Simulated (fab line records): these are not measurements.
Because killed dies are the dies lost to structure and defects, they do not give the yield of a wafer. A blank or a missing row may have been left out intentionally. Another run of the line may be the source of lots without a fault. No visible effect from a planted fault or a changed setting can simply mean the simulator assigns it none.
fab line records	flow nand-harc
record: lots: 6	wafers: 18	last-day: 23
route steps=1159 shown A_CONTACT@847 END@1159
lots with no fault: from the same line, run without faults
start-h: the number of hours between the record's first day and the start of the first shown wafer of the lot	wait-h: hours from the lot's prior step to this one	" unchanged from the row above	L1.1+2: several wafers, shown together as one row	- either no value or no given start	* or withheld: withheld	< > ~ a bound
route shown NAME@n: NAME is a module with steps in the file, n the number in the route of the first one	usual: mean and standard deviation over wafers with no fault	same: alike in all rows	chamber/n: place in a boat	sites: readings site by site	_std_site: their standard deviation	_edge_site: the outer-site mean with the inner-site mean subtracted	radius-mm: for every site, how far away it sits from the centre of the wafer	mask NAME#n: copy n	behind: the last tool/chamber to shape the wafer	hold: why the lot went on hold/how many hours it stayed there/how the hold came to an end	device: the transistor (n, p or np) that didn't switch	end of line: the same wafers' tests at the end of the route	where a step has no rows: the recipe by itself	killed: count of dies lost to structure and defects at first sort (not the wafer's yield)	map: a wafer's dies, marking killed ones x, the rest . and places with no die _
set.NAME: the setting as run; set.NAME@STEP: as run at that earlier step	model.NAME: the simulator's own value behind a step, which no gauge read
a table for each step, a row for each wafer; lots at some steps of the route
services: from which hour (start-h, from the record's first day; less than 0 if before it) a tool's chamber was out of use, for how many hours, and why
== steps ==
step: NHARC_A_CONTACT_COAT_35
recipe: temp-c: 225	time-s: 65
step: NHARC_A_CONTACT_COAT_36
recipe: spin-rpm: 1500	resist-thk-nm: 90
step: NHARC_A_CONTACT_SOFTBAKE_37
recipe: temp-c: 105	time-s: 55
step: NHARC_A_CONTACT_EBR_38
step: NHARC_A_CONTACT_EXPOSE_39
recipe: na: 1.35	sigma-outer: 0.8	dose-mj: 58.79	mask-id: A_CC_3
step: NHARC_A_CONTACT_PEB_40
recipe: peb-temp-c: 100	peb-time-s: 65
step: NHARC_A_CONTACT_DEVELOP_41
recipe: develop-time-s: 35	dev-temp-c: 23
step: NHARC_A_CONTACT_CD_MEAS_42
recipe: target-cd-nm: 200	landing-energy-ev: 500
usual: cd-nm: 200.0/0.51
lot.wafer	tool	chamber	start-h	wait-h	cd-nm
L201.1	cd-sem-01	0	372.49	-	199.3
L201.3	"	0	"	"	199.7
L201.6	"	0	"	"	199.1
L206.2	cd-sem-01	0	423.41	-	200.3
L206.3	"	0	"	"	199.8
L206.6	"	0	"	"	200.3
L207.1	cd-sem-03	0	439.52	-	199.0
L207.4	"	0	"	"	198.8
L207.5	"	0	"	"	199.1
L210.1	cd-sem-02	0	445.42	-	200.0
L210.3	"	0	"	"	199.6
L210.4	"	0	"	"	199.5
L218.2	cd-sem-01	0	479.82	-	200.8
L218.4	"	0	"	"	200.6
L218.5	"	0	"	"	200.0
L216.1	cd-sem-03	0	481.82	-	199.5
L216.4	"	0	"	"	199.7
L216.5	"	0	"	"	200.6
step: NHARC_A_CONTACT_OVL_MEAS_43
usual: overlay-x-nm: 0.2/0.95	overlay-y-nm: 0.2/0.8
lot.wafer	tool	chamber	start-h	wait-h	overlay-x-nm	overlay-y-nm
L201.1	overlay-01	-	372.58	-	-1.0	2.2
L201.3	"	-	"	"	-1.0	1.5
L201.6	"	-	"	"	-1.2	1.8
L206.2	overlay-02	-	423.50	-	-0.8	-0.6
L206.3	"	-	"	"	-0.3	-0.4
L206.6	"	-	"	"	-0.8	-0.5
L207.1	overlay-02	-	439.61	-	0.9	-0.3
L207.4	"	-	"	"	0.2	-0.1
L207.5	"	-	"	"	0.5	0.5
L210.1	overlay-01	-	445.51	-	-0.4	-0.6
L210.3	"	-	"	"	-1.0	-1.3
L210.4	"	-	"	"	-0.8	-0.9
L218.2	overlay-02	-	479.90	-	2.7	2.5
L218.4	"	-	"	"	2.6	1.5
L218.5	"	-	"	"	2.6	2.1
L216.1	overlay-01	-	481.90	-	-0.6	1.1
L216.4	"	-	"	"	-1.3	0.5
L216.5	"	-	"	"	-1.1	0.6
step: NHARC_A_CONTACT_INSPECT_44
usual: raw-defect-count: 28/13
lot.wafer	tool	chamber	start-h	wait-h	raw-defect-count
L201.1	defect-inspect-01	-	372.62	0.0	17
L201.3	"	-	"	"	21
L201.6	"	-	"	"	13
L206.2	defect-inspect-02	-	423.53	0.0	21
L206.3	"	-	"	"	18
L206.6	"	-	"	"	14
L207.1	defect-inspect-01	-	439.65	0.0	12
L207.4	"	-	"	"	11
L207.5	"	-	"	"	12
L210.1	defect-inspect-02	-	445.54	0.0	51
L210.3	"	-	"	"	37
L210.4	"	-	"	"	41
L218.2	defect-inspect-01	-	479.94	0.0	56
L218.4	"	-	"	"	73
L218.5	"	-	"	"	45
L216.1	defect-inspect-02	-	481.94	0.0	45
L216.4	"	-	"	"	46
L216.5	"	-	"	"	36
step: NHARC_A_CONTACT_DESCUM_47
recipe: time-s: 3	o2-flow-sccm: 200	ar-flow-sccm: 0	bias-power-w: 0	chemistry: O2
usual: drypump-motor-current-A: 5.9/0.37	oes-product-au: 1.004/0.012	rf-vpp-V: 57.6/0.8	showerhead-plenum-p-Torr: 1.87/0.051	throttle-valve-pct: 11.312/0.0085
lot.wafer	tool	chamber	start-h	wait-h	drypump-motor-current-A	oes-product-au	rf-hours-counter-h	rf-vpp-V	showerhead-plenum-p-Torr	throttle-valve-pct
L201.1	rie-diel-08	2	372.71	0.1	6.4	0.995	20	56.4	1.94	11.313
L201.3	"	3	"	"	5.6	0.992	21	60.5	1.85	11.322
L201.6	"	3	"	"	5.6	0.987	-	58.7	1.85	11.295
L206.3	rie-diel-08	2	423.59	0.1	6.5	0.985	38	57.1	1.93	11.313
L206.2	"	1	"	"	5.9	0.995	36	57.0	1.84	11.303
L206.6	"	3	"	"	5.5	0.982	-	58.9	1.84	11.324
L207.4	rie-diel-06	0	439.78	0.1	5.9	1.005	2	57.9	1.85	11.295
L207.1	"	3	"	"	5.7	1.000	2	58.1	1.95	11.311
L207.5	"	1	"	"	5.7	1.029	-	58.2	1.88	11.299
L210.3	rie-diel-06	0	445.61	0.1	5.9	1.011	3	57.8	1.85	11.311
L210.4	"	1	"	"	5.7	1.020	3	56.9	1.88	11.305
L210.1	"	2	"	"	6.5	1.005	3	58.2	1.88	11.320
L218.4	rie-diel-06	3	480.21	0.3	5.6	0.995	11	57.2	1.94	11.317
L218.2	"	0	"	"	5.9	1.016	11	57.1	1.85	11.313
L218.5	"	2	"	"	6.6	0.993	-	58.1	1.88	11.337
L216.4	rie-diel-06	3	482.01	0.1	5.7	0.994	11	56.0	1.94	11.328
L216.1	"	1	"	"	5.7	1.019	11	56.9	1.88	11.294
L216.5	"	3	"	"	5.7	0.999	-	56.3	1.94	11.311
step: NHARC_A_CONTACT_ETCH_48
recipe: target-depth-a: 390	over-etch-frac: 0.3	time-s: 65	ion-energy-ev: 80	cf4-flow-sccm: 150	ar-flow-sccm: 0	rf-w: 300	bias-w: 100	chemistry: CF4
step: NHARC_A_CONTACT_ETCH_49
recipe: target-depth-a: 2600	over-etch-frac: 0.3	time-s: 475.3	ion-energy-ev: 200	n2-flow-sccm: 150	h2-flow-sccm: 150	ar-flow-sccm: 0	rf-w: 400	bias-w: 150	chemistry: N2/H2
usual: drypump-motor-current-A: 5.9/0.36	h2-flow-sccm: 150.0/0.47	oes-product-au: 1.003/0.013	rf-vpp-V: 428.9/1.8	showerhead-plenum-p-Torr: 1.98/0.058	throttle-valve-pct: 14.170/0.01
lot.wafer	tool	chamber	start-h	wait-h	drypump-motor-current-A	h2-flow-sccm	oes-product-au	rf-hours-counter-h	rf-vpp-V	showerhead-plenum-p-Torr	throttle-valve-pct
L201.1	rie-diel-08	1	372.89	-	5.9	150.2	1.006	19	428.3	1.96	14.174
L201.3	"	0	"	"	6.2	150.2	0.996	20	425.4	1.91	14.165
L201.6	"	1	"	"	5.9	150.3	1.013	-	428.7	1.96	14.174
L206.2	rie-diel-08	0	423.77	-	6.2	150.4	0.994	38	427.5	1.90	14.170
L206.3	"	3	"	"	5.6	150.3	0.982	36	427.7	1.96	14.157
L206.6	"	1	"	"	5.9	150.0	1.005	-	429.2	1.95	14.170
L207.1	rie-diel-06	3	439.95	-	5.7	149.6	1.000	2	429.5	2.08	14.169
L207.4	"	1	"	"	5.7	149.3	1.029	2	431.0	2.01	14.164
L207.5	"	0	"	"	6.0	150.1	1.016	-	428.3	1.97	14.174
L210.4	rie-diel-06	1	445.90	-	5.6	149.0	1.041	3	429.9	2.01	14.162
L210.1	"	2	"	"	6.5	150.3	1.002	3	428.2	2.00	14.163
L210.3	"	3	"	"	5.7	149.9	1.003	4	430.5	2.08	14.170
L218.2	rie-diel-06	2	480.38	-	6.5	149.9	1.006	11	427.9	2.00	14.190
L218.4	"	0	"	"	5.9	149.7	1.007	11	428.5	1.97	14.176
L218.5	"	3	"	"	5.7	149.7	0.989	-	432.2	2.07	14.185
L216.1	rie-diel-06	3	482.18	-	5.7	150.3	0.998	11	432.9	2.07	14.163
L216.4	"	1	"	"	5.7	149.8	1.017	11	429.9	2.00	14.182
L216.5	"	0	"	"	6.0	149.4	1.000	-	427.5	1.97	14.156
step: NHARC_A_CONTACT_ETCH_50
recipe: target-depth-a: 847	time-s: 42.4	cf4-flow-sccm: 100	chf3-flow-sccm: 30	ar-flow-sccm: 0	rf-w: 500	bias-w: 200	chemistry: CF4/CHF3
step: NHARC_A_CONTACT_ETCH_51
recipe: target-depth-a: 36000	over-etch-frac: 0.3	time-s: 936	ion-energy-ev: 150	o2-flow-sccm: 400	cos-flow-sccm: 20	ar-flow-sccm: 0	rf-w: 500	bias-w: 300	chemistry: O2/COS
step: NHARC_A_CONTACT_ETCH_111
recipe: source-w: withheld	pressure-mtorr: 20	bias-v: withheld	time-s: 140	target-depth-a: 7000	ar-flow-sccm: withheld	c4f8-flow-sccm: withheld	o2-flow-sccm: withheld	chemistry: C4F8/O2/Ar
step: NHARC_A_CONTACT_ETCH_112
recipe: source-w: withheld	pressure-mtorr: 20	bias-v: 3000	time-s: 94	target-depth-a: 9220	ar-flow-sccm: withheld	c4f8-flow-sccm: withheld	o2-flow-sccm: withheld	chemistry: C4F8/O2/Ar
step: NHARC_A_CONTACT_ETCH_113
recipe: source-w: withheld	pressure-mtorr: 20	bias-v: 3000	time-s: 94	target-depth-a: 9220	ar-flow-sccm: withheld	c4f8-flow-sccm: withheld	o2-flow-sccm: withheld	chemistry: C4F8/O2/Ar
step: NHARC_A_CONTACT_ETCH_114
recipe: source-w: withheld	pressure-mtorr: 20	bias-v: 3000	time-s: 94	target-depth-a: 9220	ar-flow-sccm: withheld	c4f8-flow-sccm: withheld	o2-flow-sccm: withheld	chemistry: C4F8/O2/Ar
step: NHARC_A_CONTACT_ETCH_115
recipe: source-w: withheld	pressure-mtorr: 20	bias-v: 3000	time-s: 94	target-depth-a: 9220	ar-flow-sccm: withheld	c4f8-flow-sccm: withheld	o2-flow-sccm: withheld	chemistry: C4F8/O2/Ar
lot.wafer	tool	chamber	start-h	wait-h	rf-hours-counter-h
L201.1	har-cap-etch-03	1	374.51	0.1	81
L201.3	"	1	"	"	-
L201.6	"	1	"	"	-
L206.2	har-cap-etch-03	0	425.34	0.1	89
L206.3	"	0	"	"	-
L206.6	"	1	"	"	-
L207.1	har-cap-etch-01	0	441.51	0.1	66
L207.4	"	1	"	"	-
L207.5	"	0	"	"	-
L210.1	har-cap-etch-03	1	447.43	0.1	92
L210.3	"	0	"	"	-
L210.4	"	1	"	"	-
L218.2	har-cap-etch-02	0	481.94	0.1	29
L218.4	"	1	"	"	-
L218.5	"	0	"	"	-
L216.1	har-cap-etch-03	1	483.72	0.1	99
L216.4	"	0	"	"	-
L216.5	"	1	"	"	-
step: NHARC_A_CONTACT_ETCH_116
recipe: source-w: withheld	pressure-mtorr: 20	bias-v: 3000	time-s: 94	target-depth-a: 9220	ar-flow-sccm: withheld	c4f8-flow-sccm: withheld	o2-flow-sccm: withheld	chemistry: C4F8/O2/Ar
step: NHARC_A_CONTACT_ETCH_117
recipe: source-w: withheld	pressure-mtorr: 20	bias-v: 3000	time-s: 94	target-depth-a: 9220	ar-flow-sccm: withheld	c4f8-flow-sccm: withheld	o2-flow-sccm: withheld	chemistry: C4F8/O2/Ar
step: NHARC_A_CONTACT_ETCH_118
recipe: source-w: withheld	pressure-mtorr: 20	bias-v: 3000	time-s: 94	target-depth-a: 9220	ar-flow-sccm: withheld	c4f8-flow-sccm: withheld	o2-flow-sccm: withheld	chemistry: C4F8/O2/Ar
step: NHARC_A_CONTACT_ETCH_119
recipe: source-w: withheld	pressure-mtorr: 20	bias-v: 3000	time-s: 94	target-depth-a: 9220	ar-flow-sccm: withheld	c4f8-flow-sccm: withheld	o2-flow-sccm: withheld	chemistry: C4F8/O2/Ar
step: NHARC_A_CONTACT_ETCH_120
recipe: source-w: withheld	pressure-mtorr: 20	bias-v: 3000	time-s: 94	target-depth-a: 9220	ar-flow-sccm: withheld	c4f8-flow-sccm: withheld	o2-flow-sccm: withheld	chemistry: C4F8/O2/Ar
step: NHARC_A_CONTACT_ETCH_121
recipe: source-w: withheld	pressure-mtorr: 20	bias-v: 3000	time-s: 94	target-depth-a: 9220	ar-flow-sccm: withheld	c4f8-flow-sccm: withheld	o2-flow-sccm: withheld	chemistry: C4F8/O2/Ar
step: NHARC_A_CONTACT_ETCH_122
recipe: source-w: withheld	pressure-mtorr: 20	bias-v: 3000	time-s: 95	target-depth-a: 9300	ar-flow-sccm: withheld	c4f8-flow-sccm: withheld	o2-flow-sccm: withheld	chemistry: C4F8/O2/Ar
lot.wafer	tool	chamber	start-h	wait-h	rf-hours-counter-h
L201.1	har-cap-etch-03	1	375.15	0.1	82
L201.3	"	1	"	"	-
L201.6	"	1	"	"	-
L206.2	har-cap-etch-03	0	425.98	0.1	89
L206.3	"	0	"	"	-
L206.6	"	1	"	"	-
L207.1	har-cap-etch-01	0	442.15	0.1	66
L207.4	"	1	"	"	-
L207.5	"	0	"	"	-
L210.1	har-cap-etch-03	1	448.06	0.1	93
L210.3	"	0	"	"	-
L210.4	"	1	"	"	-
L218.2	har-cap-etch-02	0	482.57	0.1	29
L218.4	"	1	"	"	-
L218.5	"	0	"	"	-
L216.1	har-cap-etch-03	1	484.36	0.1	100
L216.4	"	0	"	"	-
L216.5	"	1	"	"	-
step: NHARC_A_CONTACT_ETCH_123
recipe: source-w: withheld	pressure-mtorr: 20	bias-v: 400	time-s: 253	target-depth-a: 10900	ar-flow-sccm: withheld	c4f8-flow-sccm: 11.5	o2-flow-sccm: 7.2	chemistry: C4F8/O2/Ar
step: NHARC_A_CONTACT_ETCH_90
recipe: target-depth-a: 400	over-etch-frac: 0.5	time-s: 85.7	ion-energy-ev: 120	ch3f-flow-sccm: 50	o2-flow-sccm: 30	ar-flow-sccm: 200	rf-w: 500	bias-w: 100	chemistry: CH3F/O2
step: NHARC_A_CONTACT_ETCH_96
recipe: target-depth-a: 200	over-etch-frac: 0.5	time-s: 10	ion-energy-ev: 250	c4f6-flow-sccm: 25	o2-flow-sccm: 20	ar-flow-sccm: 500	rf-w: 600	bias-w: 500	chemistry: C4F6/O2
usual: drypump-motor-current-A: 5.9/0.39	oes-product-au: 0.970/0.025	rf-vpp-V: 545.1/2.2	showerhead-plenum-p-Torr: 3.83/0.094	throttle-valve-pct: 26.903/0.0096
lot.wafer	tool	chamber	start-h	wait-h	drypump-motor-current-A	oes-product-au	rf-hours-counter-h	rf-vpp-V	showerhead-plenum-p-Torr	throttle-valve-pct
L201.3	rie-diel-03	3	-	-	5.3	0.947	51	545.6	3.83	26.895
L201.1	"	1	"	"	6.0	0.947	55	543.7	3.76	26.902
L201.6	"	3	"	"	5.3	0.953	-	545.7	3.83	26.909
L206.2	rie-diel-03	3	-	-	5.3	1.004	8	544.0	3.82	26.895
L206.3	"	0	"	"	6.5	0.997	8	541.6	3.67	26.899
L206.6	"	2	"	"	5.6	1.007	-	541.3	3.71	26.910
L207.1	rie-diel-06	0	-	-	5.9	0.966	3	544.4	3.81	26.891
L207.4	"	2	"	"	6.6	0.963	3	546.2	3.86	26.908
L207.5	"	1	"	"	5.7	0.983	-	545.2	3.87	26.902
L210.1	rie-diel-08	2	-	-	6.5	0.953	50	548.3	3.95	26.908
L210.3	"	3	"	"	5.5	0.958	47	543.6	3.79	26.892
L210.4	"	0	"	"	6.3	0.949	48	542.2	3.68	26.904
L218.2	rie-diel-03	2	-	-	5.6	0.935	27	542.3	3.69	26.885
L218.4	"	3	"	"	5.3	0.955	29	545.1	3.81	26.901
L218.5	"	2	"	"	5.6	0.945	-	541.9	3.69	26.914
L216.4	rie-diel-06	2	-	-	6.5	0.952	12	545.8	3.86	26.901
L216.1	"	0	"	"	5.9	0.974	12	543.3	3.80	26.896
L216.5	"	3	"	"	5.7	0.949	-	548.8	3.98	26.908
step: NHARC_A_CONTACT_CD_MEAS_53
usual: cd-nm: 189.5/0.92
lot.wafer	tool	chamber	start-h	wait-h	cd-nm
L201.1	cd-sem-03	-	376.06	-	189.3
L201.3	"	-	"	"	189.9
L201.6	"	-	"	"	190.8
L206.2	cd-sem-02	-	426.92	-	189.0
L206.3	"	-	"	"	189.9
L206.6	"	-	"	"	189.6
L207.1	cd-sem-01	-	443.06	-	187.2
L207.4	"	-	"	"	187.4
L207.5	"	-	"	"	188.0
L210.1	cd-sem-01	-	448.98	-	187.3
L210.3	"	-	"	"	187.6
L210.4	"	-	"	"	188.6
L218.2	cd-sem-01	-	483.49	-	189.6
L218.4	"	-	"	"	190.3
L218.5	"	-	"	"	189.2
L216.1	cd-sem-03	-	485.27	-	189.9
L216.4	"	-	"	"	189.8
L216.5	"	-	"	"	189.5
step: NHARC_A_CONTACT_STRIP_99
recipe: n2-flow-sccm: 150	h2-flow-sccm: 150	ar-flow-sccm: 0	bias-w: 0	chemistry: N2/H2
step: NHARC_A_CONTACT_STRIP_100
recipe: cf4-flow-sccm: 100	chf3-flow-sccm: 30	ar-flow-sccm: 0	bias-w: 0	chemistry: CF4/CHF3
step: NHARC_A_CONTACT_STRIP_101
recipe: o2-flow-sccm: 400	cos-flow-sccm: 20	ar-flow-sccm: 0	bias-w: 0	chemistry: O2/COS
step: NHARC_A_CONTACT_ETCH_102
recipe: target-depth-a: 700	overetch-a: 70	time-s: 38.5	ion-energy-ev: 100	cf4-flow-sccm: 80	o2-flow-sccm: 20	ar-flow-sccm: 0	rf-w: 300	bias-w: 100	chemistry: CF4/O2
step: NHARC_A_CONTACT_STRIP_55
recipe: o2-flow-sccm: 500	ar-flow-sccm: 0	bias-w: 0	chemistry: O2
step: NHARC_A_CONTACT_STRIP_56
recipe: time-s: 600	temp-c: 30	chemistry: post-etch-residue-remover
step: NHARC_A_CONTACT_DEP_57
recipe: target-thk-a: 28000	temp-c: 400	material: aC
step: NHARC_A_CONTACT_DEP_58
recipe: target-thk-a: 600	target-thk-nm: 60	temp-c: 400	pressure-torr: 3.5	flow-sccm: 200	rf-w: 350	material: SiON
usual: heater-power-w: 795/93
lot.wafer	tool	chamber	start-h	wait-h	heater-power-w
L201.1	pecvd-02	2	381.36	1.6	875
L201.3	"	0	"	"	955
L201.6	"	2	"	"	855
L206.3	pecvd-04	1	430.65	0.9	636
L206.2	"	2	"	"	749
L206.6	"	0	"	"	729
L207.1	pecvd-04	2	446.77	1.5	652
L207.4	"	1	"	"	744
L207.5	"	0	"	"	755
L210.1	pecvd-04	2	452.63	1.5	758
L210.3	"	0	"	"	701
L210.4	"	2	"	"	756
L218.2	pecvd-01	2	489.73	1.2	832
L218.4	"	0	"	"	727
L218.5	"	1	"	"	841
L216.1	pecvd-02	1	491.38	1.4	837
L216.4	"	1	"	"	845
L216.5	"	0	"	"	955
step: NHARC_A_CONTACT_DEHYDRATE_59
recipe: temp-c: 150	time-s: 120
step: NHARC_A_CONTACT_HMDS_60
recipe: time-s: 30
step: NHARC_A_CONTACT_COAT_61
recipe: temp-c: 260	time-s: 75
step: NHARC_END_SORT_01
recipe: temp-c: 25
usual: killed-at-array: 27/9.9	killed-at-other: 0.6/0.84	killed-at-periphery: 3.7/2.5	killed-dies: 31/9.9	killed-open: 3.0/1.6	killed-short: 1.9/1.2
same: gross-dies: 677
lot.wafer	tool	chamber	start-h	wait-h	killed-at-array	killed-at-other	killed-at-periphery	killed-dies	killed-open	killed-short
L206.2	prober-02	0	494.46	2.8	15	0	4	19	1	1
L206.3	prober-02	0	495.25	3.1	13	1	1	15	2	1
L206.6	prober-02	0	497.64	4.0	21	2	4	27	5	1
L216.5	prober-01	0	553.75	3.7	102	0	2	104	1	3
L218.4	prober-02	0	552.95	3.4	127	0	3	130	2	3
killed by level:class
L206.2 A_CHANNEL_HOLE_D1:chamber-film-flake=5 P_M0:chamber-film-flake=4 A_CONTACT:chamber-film-flake=4 A_CHANNEL_FILL_D1:chamber-film-flake=3 A_ONON_D1:geometric-particle:short=1 A_CONTACT:geometric-particle:open=1 A_STAIRCASE:chamber-film-flake=1
L206.3 A_CHANNEL_HOLE_D1:chamber-film-flake=6 A_CHANNEL_HOLE_D1:geometric-particle:short=1 A_CHANNEL_FILL_D1:geometric-particle:open=1 A_BLC:geometric-particle:open=1 P_M0:chamber-film-flake=1 A_CHANNEL_FILL_D1:chamber-film-flake=1 A_STAIRCASE:chamber-film-flake=1 A_CONTACT:chamber-film-flake=1
L206.6 A_CHANNEL_HOLE_D1:chamber-film-flake=13 A_M0:geometric-particle:open=3 A_CONTACT:chamber-film-flake=3 P_STI:geometric-particle:open=1 P_M0:geometric-particle:open=1 P_M0:geometric-particle:short=1 P_M0:chamber-film-flake=1 A_WL_FILL:chamber-film-flake=1
L218.4 A_CONTACT:unspecified=67 A_SLIT:chamber-film-flake=26 A_CHANNEL_HOLE_D1:chamber-film-flake=21 A_STAIRCASE:chamber-film-flake=4 A_SGD_CUT:chamber-film-flake=2 A_ONON_D1:geometric-particle:short=1 A_CHANNEL_FILL_D1:geometric-particle:short=1 A_WL_FILL:geometric-particle:short=1
L216.5 A_CONTACT:unspecified=69 A_SLIT:chamber-film-flake=17 A_CONTACT:chamber-film-flake=6 A_CHANNEL_HOLE_D1:chamber-film-flake=4 A_STAIRCASE:chamber-film-flake=2 P_M0:geometric-particle:short=1 A_CHANNEL_HOLE_D1:geometric-particle:open=1 A_SLIT:geometric-particle:short=1
map L216.5 (x killed, . not)
____________.____________
_________......._________
_______..........._______
______...x.........______
_____..............._____
____............x....____
____...........x.....____
___.............x.x...___
___............x.xx...___
__..x..........x.x.....__
__............x.xxx....__
_..............xx.x....._
_...............x.x....._
_.............x..x......_
_................x.....x_
_.x....................._
.........................
.........................
.........................
...x.....................
..x.......xx.............
_.....xxxxxxx..........._
_......xxxxxx..........._
_...x..xxxxxx.x........._
_......xxxxxxx..x......._
_......xxxxxxx.x........_
__.....xxxxxxxx...x....__
__.....xxxxxx.x...x....__
___....xxxx.x.........___
___....xxxxxx.........___
____...xxxxxx........____
____......x.......x..____
_____....x.........._____
______.............______
_______....x......_______
_________......._________
____________.____________
map L218.4 (x killed, . not)
____________.____________
_________......._________
_______..........._______
______.............______
_____............x.._____
____.................____
____....x...x..xx....____
___.............xx.x..___
___..........xxx.xx...___
__......x.......x......__
__......x.....xxxxxx...__
_...............xxx....._
_...............xxx....._
_...............xx..x..._
_......................._
_....x.................x_
....xx.......x.x.........
...x...x..............x..
...xxx.x.................
......xxx...x............
...xxx.xxx.xx...x........
_..xxx.xxxxx..x........._
_.......xxxx............_
_.xxxx.xxxxxxx.x........_
_.....xxxxxxxx.........._
_.x.....xxxxxxx........._
__.....xxxxxxx.....x...__
__.....xxxxxxxx........__
___...xx.xxx.x........___
___.....xxx...........___
____...xxxx.x.x......____
____......x..........____
_____..............._____
______.............______
_______..........._______
_________......._________
____________.____________
== services ==
tool	chamber	start-h	hours	kind
pecvd-01	-	349.08	2.5	repair
pecvd-02	2	359.66	11.2	repair
rie-diel-06	2	363.74	8.6	repair
pecvd-04	-	372.34	0.7	repair
pecvd-01	0	372.73	8.4	repair
rie-diel-06	0	372.78	-	clean
rie-diel-06	1	372.78	-	clean
rie-diel-06	2	372.78	-	clean
rie-diel-06	3	372.78	-	clean
rie-diel-06	2	372.95	7.0	repair
pecvd-04	-	376.42	13.0	pm
rie-diel-03	-	392.49	9.0	pm
rie-diel-06	0	397.28	-	clean
rie-diel-06	1	397.28	-	clean
pecvd-04	0	398.42	2.6	repair
rie-diel-08	3	412.25	7.3	repair
pecvd-01	-	418.00	13.0	pm
rie-diel-06	-	418.25	9.0	pm
rie-diel-08	0	425.33	4.7	repair
rie-diel-03	2	435.96	5.0	repair
pecvd-01	-	454.81	1.0	repair
rie-diel-08	2	457.24	16.9	repair
rie-diel-08	-	478.95	9.0	pm
pecvd-02	-	483.35	0.3	repair
== key ==
first-sign: step: NHARC_END_SORT_01	reading: killed-at-array	direction: up	sigmas: 8.8	usual: 27	struck: 114
effect: step: NHARC_END_SORT_01	reading: killed-dies	direction: up	sigmas: 8.6	usual: 31	struck: 117
more-kills-born-at: NHARC_A_CONTACT_ETCH_49@rie-diel-06: 136
met-at NHARC_A_CONTACT_ETCH_49
struck-wafers L216.5,L218.4
tester-left-out L216,L218
onset-between 439.95 480.38
fault: kind: chamber-particle-source	tool: rie-diel-06	chamber: 0	onset-h: 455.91	steps: NHARC_A_CONTACT_ETCH_49	rate-per-visit-cm2: 0.40443	end-h: 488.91
tester-left-out: of these lots the tester's yield and bins aren't shown, on N5 and GAA mostly nor the transistor test; their killed dies are dies lost to structure and defects alone, not to doping, threshold or leakage, so they don't give the yield
